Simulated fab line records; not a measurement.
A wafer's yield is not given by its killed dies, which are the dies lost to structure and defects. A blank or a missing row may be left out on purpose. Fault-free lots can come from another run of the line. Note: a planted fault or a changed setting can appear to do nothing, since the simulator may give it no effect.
fab line records | flow nandHarc | part 1 of 2: steps 1 to 4 of 6
record lots=23 wafers=69 lastDay=33
route steps=1302 shown A_WL_FILL@967 A_CONTACT@986
lots that met no fault: taken from a fault-free run of the same line
startH: hours from the record's first day to the start of the lot's first wafer shown | waitH: how many hours have passed since the lot's step before this one | " identical to the entry in the row above | L1.1+2: one row covering several wafers at once | - no value, or no start given | * or withheld: withheld | < > ~ a bound
route shown NAME@n: a module of which the file shows steps, and the number in the route of the first | usual: mean/standard deviation taken from wafers without a fault | same: alike in all rows | chamber/n: place in a boat | sites: readings site by site | _std_site: the values' standard deviation | _edge_site: the outer-site mean with the inner-site mean subtracted | radiusMm: how far each site lies from the wafer's centre | mask NAME#n: copy n | behind: the last tool/chamber to shape the wafer | hold: why the lot was held/for how many hours/how that ended | device: which transistor (n, p or np) failed to switch | end of line: the same wafers' tests at the end of the route | a step with no rows: only its recipe | killed: count of dies lost to structure and defects at first sort (not the wafer's yield) | map: a wafer's dies, x killed, . not, _ none there
set.NAME: setting as actually run; set.NAME@STEP: the setting as run at that earlier step | model.NAME: the simulator's own value behind a step, which no gauge read
one table for each step of the route and one row for each wafer, over a sample of lots
services: the hour from which a tool's chamber was out of use, counted from the record's first day as startH (under 0 if before that day), plus the number of hours and why
## steps
# step NHARC_A_WL_FILL_STRIP_29
# recipe timeS=20 o2FlowSccm=500 arFlowSccm=0 biasW=0 chemistry=O2
# usual chamberPressureMTorr=60.00/0.052 drypumpMotorCurrentA=5.6/0.5 oesProductAu=1.002/0.01 rfVppV=57.8/1 showerheadPlenumPTorr=3.53/0.17 throttleValvePct=17.037/0.0092
# columns lot.wafer tool chamber startH waitH chamberPressureMTorr drypumpMotorCurrentA oesProductAu rfHoursCounterH rfVppV showerheadPlenumPTorr throttleValvePct
L075.3 rieDiel-11 3 471.18 0.1 59.98 5.0 0.998 2.0 57.7 3.33 17.030
L075.2 " 0 " " 59.96 5.1 1.013 2.2 55.9 3.43 17.020
L075.1 " 1 " " 60.00 5.6 1.010 2.2 57.9 3.45 17.053
L074.1 rieDiel-11 0 485.58 0.1 59.96 5.1 1.015 2.5 59.2 3.42 17.042
L074.3 " 1 " " 60.00 5.7 1.003 2.6 58.5 3.45 17.035
L074.4 " 1 " " 60.04 5.7 1.007 - 58.9 3.45 17.035
L076.2 rieDiel-02 1 495.75 0.1 60.07 6.2 1.002 2.1 57.8 3.74 17.038
L076.5 " 1 " " 60.04 6.2 1.010 - 58.9 3.74 17.013
L076.6 " 2 " " 59.99 5.2 0.997 - 56.9 3.64 17.039
L077.2 rieDiel-08 0 503.91 0.1 59.91 5.3 0.996 3.5 58.0 3.47 17.043
L077.3 " 1 " " 60.10 5.5 1.014 3.5 58.5 3.34 17.046
L077.5 " 0 " " 59.97 5.3 0.998 - 58.5 3.47 17.042
L078.3 rieDiel-11 0 512.95 0.1 60.00 5.1 1.010 4.3 57.1 3.42 17.031
L078.4 " 2 " " 59.94 6.7 1.002 3.9 59.1 3.70 17.033
L078.6 " 3 " " 60.01 5.1 1.001 - 57.7 3.33 17.035
L079.3 rieDiel-08 1 513.00 0.1 60.08 5.6 1.015 3.6 55.5 3.34 17.035
L079.2 " 2 " " 60.01 6.1 0.988 3.7 58.9 3.79 17.056
L079.5 " 2 " " 60.02 6.1 0.991 - 57.4 3.79 17.031
L082.2 rieDiel-11 1 549.06 0.1 60.09 5.7 1.016 6.2 56.1 3.45 17.042
L082.1 " 3 " " 59.99 5.1 0.996 5.0 56.1 3.33 17.049
L082.6 " 2 " " 60.02 6.7 1.015 - 60.8 3.70 17.034
L080.1 rieDiel-11 3 554.09 0.1 59.96 5.0 0.994 5.0 56.9 3.33 17.031
L080.3 " 0 " " 59.93 5.1 1.002 5.7 57.3 3.42 17.036
L080.6 " 2 " " 59.96 6.7 0.999 - 58.7 3.70 17.031
L083.1 rieDiel-08 0 560.71 0.1 60.04 5.3 1.008 0.4 57.1 3.47 17.041
L083.3 " 1 " " 60.03 5.6 1.009 0.3 57.8 3.34 17.039
L083.5 " 1 " " 60.07 5.6 1.005 - 57.5 3.34 17.035
L084.4 rieDiel-08 0 594.21 0.1 59.98 5.3 1.013 1.1 58.3 3.47 17.025
L084.6 " 0 " " 60.04 5.3 1.011 - 57.9 3.47 17.035
L084.5 " 1 " " 60.02 5.6 1.006 - 58.2 3.34 17.052
L087.2 rieDiel-11 0 603.82 0.1 59.97 5.1 1.008 8.0 58.2 3.42 17.034
L087.4 " 1 " " 60.01 5.7 1.007 8.9 57.9 3.45 17.016
L087.5 " 3 " " 60.03 5.0 1.009 - 57.5 3.33 17.062
L085.4 rieDiel-08 0 603.84 0.1 59.95 5.3 0.996 1.6 57.2 3.47 17.025
L085.1 " 1 " " 60.04 5.6 1.006 1.3 58.8 3.34 17.032
L085.6 " 3 " " 60.09 5.9 0.998 - 56.8 3.74 17.036
L086.3 rieDiel-11 1 603.85 0.1 59.97 5.7 1.003 8.9 57.6 3.45 17.036
L086.1 " 3 " " 59.99 5.1 0.986 7.1 56.8 3.33 17.034
L086.6 " 1 " " 60.08 5.7 1.017 - 56.8 3.45 17.033
L089.1 rieDiel-08 2 618.54 0.1 59.95 6.1 0.989 1.8 57.5 3.79 17.029
L089.3 " 3 " " 59.99 5.9 1.000 2.0 58.5 3.74 17.049
L089.5 " 3 " " 60.00 5.9 0.998 - 59.4 3.74 17.030
L088.3 rieDiel-11 0 622.11 0.1 60.09 5.1 0.997 0.0 57.0 3.42 17.030
L088.4 " 1 " " 60.09 5.7 1.014 0.0 58.3 3.45 17.025
L088.5 " 0 " " 59.92 5.1 1.000 - 56.6 3.42 17.034
L092.4 rieDiel-11 3 635.64 0.1 59.98 5.1 1.000 0.9 58.8 3.33 17.032
L092.1 " 0 " " 60.04 5.1 1.009 1.2 56.9 3.42 17.035
L092.5 " 3 " " 59.99 5.1 0.986 - 57.9 3.33 17.026
L090.1 rieDiel-02 0 638.28 0.1 59.97 5.8 0.974 1.3 57.7 3.31 17.026
L090.4 " 0 " " 59.99 5.8 0.976 - 56.4 3.31 17.047
L090.5 " 2 " " 60.01 5.2 1.002 - 59.0 3.64 17.046
L091.2 rieDiel-08 0 645.84 0.1 60.06 5.3 1.003 2.5 58.8 3.46 17.043
L091.4 " 3 " " 59.97 5.9 1.003 2.6 59.8 3.74 17.047
L091.5 " 1 " " 59.96 5.5 1.008 - 57.6 3.34 17.034
L093.4 rieDiel-08 0 679.08 0.1 59.97 5.3 1.005 3.3 57.0 3.46 17.049
L093.1 " 2 " " 60.07 6.1 0.986 3.1 58.9 3.79 17.056
L093.5 " 3 " " 60.04 5.9 0.996 - 57.4 3.74 17.030
L095.2 rieDiel-08 3 683.75 0.1 59.97 5.9 0.992 3.5 57.8 3.74 17.020
L095.3 " 0 " " 60.02 5.3 1.000 3.3 57.0 3.46 17.031
L095.6 " 3 " " 59.93 5.9 1.001 - 58.4 3.74 17.030
L094.1 rieDiel-08 0 687.65 0.1 59.92 5.4 1.009 3.7 56.8 3.46 17.040
L094.2 " 1 " " 59.91 5.5 0.999 3.3 58.5 3.34 17.043
L094.4 " 2 " " 60.00 6.1 0.996 3.5 57.3 3.79 17.040
L097.3 rieDiel-11 3 687.66 0.1 59.99 5.1 0.991 4.6 58.5 3.33 17.046
L097.6 " 1 " " 59.88 5.7 1.008 - 56.5 3.45 17.040
L097.4 " 3 " " 59.99 5.1 0.993 - 57.8 3.33 17.035
L096.1 rieDiel-11 3 702.72 0.1 60.04 5.1 0.986 4.9 57.0 3.33 17.023
L096.5 " 1 " " 59.94 5.7 1.020 - 58.1 3.45 17.042
L096.6 " 3 " " 59.91 5.1 0.989 - 57.4 3.33 17.047
# step NHARC_A_CONTACT_DEP_29
# recipe targetThkA=1000 targetThkNm=100 tempC=400 pressureTorr=3.5 flowSccm=200 rfW=350 material=SiON
# usual heaterPowerOuterW=457/62 heaterPowerW=756/87
# columns lot.wafer tool chamber startH waitH heaterPowerOuterW heaterPowerW
L075.3 pecvd-03 2 482.86 2.1 295 501
L075.2 " 0 " " 539 857
L075.1 " 1 " " 442 724
L074.3 pecvd-04 1 502.00 2.2 448 742
L074.1 " 2 " " 457 787
L074.4 " 1 " " 457 755
L076.2 pecvd-03 2 507.12 2.9 376 629
L076.5 " 0 " " 494 805
L076.6 " 1 " " 461 773
L077.3 pecvd-01 2 515.21 2.1 522 842
L077.2 " 0 " " 511 840
L077.5 " 0 " " 502 833
L078.3 pecvd-04 1 528.47 2.2 420 724
L078.6 " 0 " " 418 691
L078.4 " 2 " " 481 796
L079.3 pecvd-01 1 529.42 2.1 405 662
L079.2 " 0 " " 502 821
L079.5 " 2 " " 498 829
L082.2 pecvd-01 0 563.03 2.9 437 758
L082.1 " 1 " " 401 663
L082.6 " 0 " " 435 742
L080.1 pecvd-03 2 567.12 3.6 410 647
L080.3 " 0 " " 466 741
L080.6 " 2 " " 408 652
L083.3 pecvd-04 0 572.23 2.2 441 738
L083.1 " 1 " " 474 808
L083.5 " 1 " " 472 825
L084.4 pecvd-03 0 605.64 1.5 542 877
L084.6 " 1 " " 410 705
L084.5 " 2 " " 378 630
L086.3 pecvd-04 2 615.06 2.1 403 692
L086.1 " 1 " " 437 747
L086.6 " 2 " " 410 690
L085.1 pecvd-01 2 616.93 3.6 588 929
L085.6 " 1 " " 416 703
L085.4 " 0 " " 546 854
L087.2 pecvd-04 0 619.30 2.9 415 707
L087.5 " 0 " " 414 704
L087.4 " 1 " " 424 727
L089.3 pecvd-01 0 631.89 2.1 410 695
L089.1 " 1 " " 481 792
L089.5 " 2 " " 582 923
L088.3 pecvd-01 2 636.31 2.2 584 946
L088.4 " 0 " " 464 771
L088.5 " 1 " " 489 774
L092.1 pecvd-01 1 647.16 3.5 423 683
L092.5 " 1 " " 427 707
L092.4 " 0 " " 444 756
L090.1 pecvd-03 2 651.34 3.5 392 632
L090.4 " 0 " " 538 833
L090.5 " 1 " " 398 699
L091.2 pecvd-01 0 657.16 2.9 419 697
L091.5 " 1 " " 407 658
L091.4 " 2 " " 539 860
L093.1 pecvd-04 0 690.61 3.6 412 692
L093.4 " 2 " " 404 677
L093.5 " 0 " " 416 714
L095.2 pecvd-03 1 695.34 2.9 408 697
L095.3 " 2 " " 407 665
L095.6 " 2 " " 398 656
L097.3 pecvd-01 0 699.64 2.2 583 934
L097.6 " 1 " " 407 718
L097.4 " 2 " " 514 847
L094.2 pecvd-04 2 700.34 2.9 369 683
L094.1 " 0 " " 438 764
L094.4 " 1 " " 440 758
L096.1 pecvd-01 1 718.32 3.6 522 854
L096.6 " 2 " " 581 896
L096.5 " 0 " " 474 784
# step NHARC_A_CONTACT_OVL_MEAS_43
# usual overlayXNm=0.0/0.87 overlayYNm=0.0/0.86
# columns lot.wafer tool chamber startH waitH overlayXNm overlayYNm
L075.1 overlay-02 - 483.54 - -0.7 0.6
L075.2 " - " " -0.5 0.2
L075.3 " - " " -0.3 0.0
L074.1 overlay-01 - 502.68 - 0.7 -0.7
L074.3 " - " " 0.3 -1.0
L074.4 " - " " 0.8 -0.8
L076.2 overlay-02 - 507.75 - 1.5 -1.5
L076.5 " - " " 0.9 -1.5
L076.6 " - " " 1.3 -1.8
L077.2 overlay-02 - 516.04 - 1.0 0.8
L077.3 " - " " 0.8 0.7
L077.5 " - " " 0.5 0.6
L078.3 overlay-01 - 529.25 - -1.8 -1.6
L078.4 " - " " -1.7 -1.6
L078.6 " - " " -1.8 -2.2
L079.2 overlay-01 - 530.24 - 0.0 0.8
L079.3 " - " " 1.3 0.5
L079.5 " - " " 0.0 0.6
L082.1 overlay-01 - 563.80 - -0.2 -1.0
L082.2 " - " " 0.0 -0.5
L082.6 " - " " 0.1 -0.6
L080.1 overlay-02 - 567.81 - 0.4 0.1
L080.3 " - " " 0.0 0.4
L080.6 " - " " 0.0 -0.5
L083.1 overlay-02 - 573.01 - 1.1 0.7
L083.3 " - " " 1.3 -0.1
L083.5 " - " " 0.5 0.2
L084.4 overlay-02 - 606.24 - 1.2 -0.3
L084.5 " - " " 0.9 0.3
L084.6 " - " " 1.4 -0.7
L086.1 overlay-02 - 615.87 - 0.9 -0.6
L086.3 " - " " 0.4 -0.4
L086.6 " - " " 0.7 -0.9
L085.1 overlay-02 - 617.71 - 0.1 -1.3
L085.4 " - " " 0.4 -0.8
L085.6 " - " " 0.0 -0.5
L087.2 overlay-01 - 620.11 - 0.9 -0.2
L087.4 " - " " 1.1 -0.1
L087.5 " - " " 1.6 -0.2
L089.1 overlay-02 - 632.58 - -0.2 -0.4
L089.3 " - " " 0.4 -0.9
L089.5 " - " " 0.0 -0.3
L088.3 overlay-01 - 637.03 - 1.0 0.9
L088.4 " - " " 1.2 0.6
L088.5 " - " " 0.8 1.1
L092.1 overlay-01 - 647.97 - -1.7 1.5
L092.4 " - " " -2.1 1.4
L092.5 " - " " -2.1 1.2
L090.1 overlay-02 - 652.15 - 0.0 0.7
L090.4 " - " " 0.1 0.3
L090.5 " - " " -0.9 0.8
L091.2 overlay-02 - 657.85 - 0.0 0.0
L091.4 " - " " -0.1 0.0
L091.5 " - " " -0.8 -0.1
L093.1 overlay-01 - 691.40 - -0.7 -0.5
L093.4 " - " " -0.2 -0.5
L093.5 " - " " -0.4 -0.2
L095.2 overlay-01 - 696.11 - 0.7 0.4
L095.3 " - " " 0.2 0.9
L095.6 " - " " 0.0 0.5
L097.3 overlay-02 - 700.40 - -0.3 0.6
L097.4 " - " " -0.3 0.2
L097.6 " - " " 0.1 0.9
L094.1 overlay-02 - 701.00 - -1.5 1.0
L094.2 " - " " -1.4 1.0
L094.4 " - " " -0.7 1.3
L096.1 overlay-02 - 719.12 - -0.4 1.3
L096.5 " - " " 0.2 1.4
L096.6 " - " " -0.1 1.4
# step NHARC_A_CONTACT_ETCH_113
# recipe sourceW=withheld pressureMtorr=20 biasV=3000 timeS=190 targetDepthA=18500 arFlowSccm=withheld c4f8FlowSccm=withheld o2FlowSccm=withheld chemistry=C4F8/O2/Ar
# usual chamberPressureMTorr=20.003/0.018
# columns lot.wafer tool chamber startH waitH chamberPressureMTorr rfHoursCounterH
L075.1 harCapEtch-02 0 485.81 0.1 20.012 75
L075.2 " 1 " " 20.005 75
L075.3 " 1 " " 20.009 -
L074.1 harCapEtch-02 0 507.81 0.1 19.979 79
L074.3 " 0 " " 19.983 -
L074.4 " 1 " " 20.013 -
L076.2 harCapEtch-03 0 510.33 0.2 19.999 45
L076.5 " 1 " " 19.984 -
L076.6 " 0 " " 20.011 -
L077.2 harCapEtch-02 0 518.38 0.1 20.038 82
L077.3 " 0 " " 19.986 -
L077.5 " 0 " " 19.977 -
L078.3 harCapEtch-02 1 531.59 0.1 19.993 -
L078.4 " 0 " " 19.981 -
L078.6 " 0 " " 19.989 -
L079.2 harCapEtch-03 0 532.65 0.2 20.022 49
L079.3 " 1 " " 19.999 -
L079.5 " 1 " " 19.991 -
L082.1 harCapEtch-02 0 566.10 0.1 19.988 90
L082.2 " 1 " " 19.922 90
L082.6 " 0 " " 20.016 -
L080.1 harCapEtch-03 1 570.10 0.1 19.992 55
L080.3 " 1 " " 20.028 -
L080.6 " 1 " " 19.970 -
L083.1 harCapEtch-02 1 575.32 0.1 20.046 92
L083.3 " 0 " " 19.985 -
L083.5 " 1 " " 20.019 -
L084.4 harCapEtch-01 0 608.66 0.1 20.023 -
L084.6 " 0 " " 20.022 -
L084.5 " 1 " " 20.001 -
L086.1 harCapEtch-02 0 618.28 0.2 19.995 97
L086.3 " 0 " " 20.001 -
L086.6 " 1 " " 19.995 -
L085.1 harCapEtch-03 1 620.22 0.2 20.007 61
L085.4 " 1 " " 20.002 -
L085.6 " 0 " " 20.020 -
L087.2 harCapEtch-01 1 622.40 0.1 19.995 18
L087.4 " 0 " " 20.002 -
L087.5 " 0 " " 20.002 -
L089.1 harCapEtch-03 0 635.41 0.2 20.000 66
L089.3 " 1 " " 20.005 -
L089.5 " 0 " " 19.973 -
L088.3 harCapEtch-02 0 640.09 0.1 20.027 -
L088.4 " 1 " " 19.996 -
L088.5 " 0 " " 19.995 -
L092.1 harCapEtch-01 0 650.52 0.1 20.000 26
L092.4 " 0 " " 19.988 -
L092.5 " 1 " " 20.027 -
L090.1 harCapEtch-03 0 654.69 0.2 20.034 71
L090.4 " 0 " " 19.987 -
L090.5 " 0 " " 20.044 -
L091.2 harCapEtch-02 0 660.23 0.1 20.003 109
L091.4 " 0 " " 20.013 -
L091.5 " 0 " " 20.011 -
L093.1 harCapEtch-03 1 693.81 0.2 20.004 77
L093.4 " 1 " " 19.963 -
L093.5 " 0 " " 19.994 -
L095.2 harCapEtch-01 1 698.43 0.1 20.001 33
L095.3 " 0 " " 20.012 -
L095.6 " 1 " " 20.023 -
L097.4 harCapEtch-02 0 702.75 0.1 20.018 -
L097.3 " 1 " " 19.984 -
L097.6 " 1 " " 20.012 -
L094.2 harCapEtch-03 0 703.57 0.2 19.997 79
L094.1 " 1 " " 19.991 79
L094.4 " 1 " " 19.990 -
L096.1 harCapEtch-03 1 721.44 0.1 20.029 83
L096.6 " 0 " " 19.982 -
L096.5 " 1 " " 20.036 -
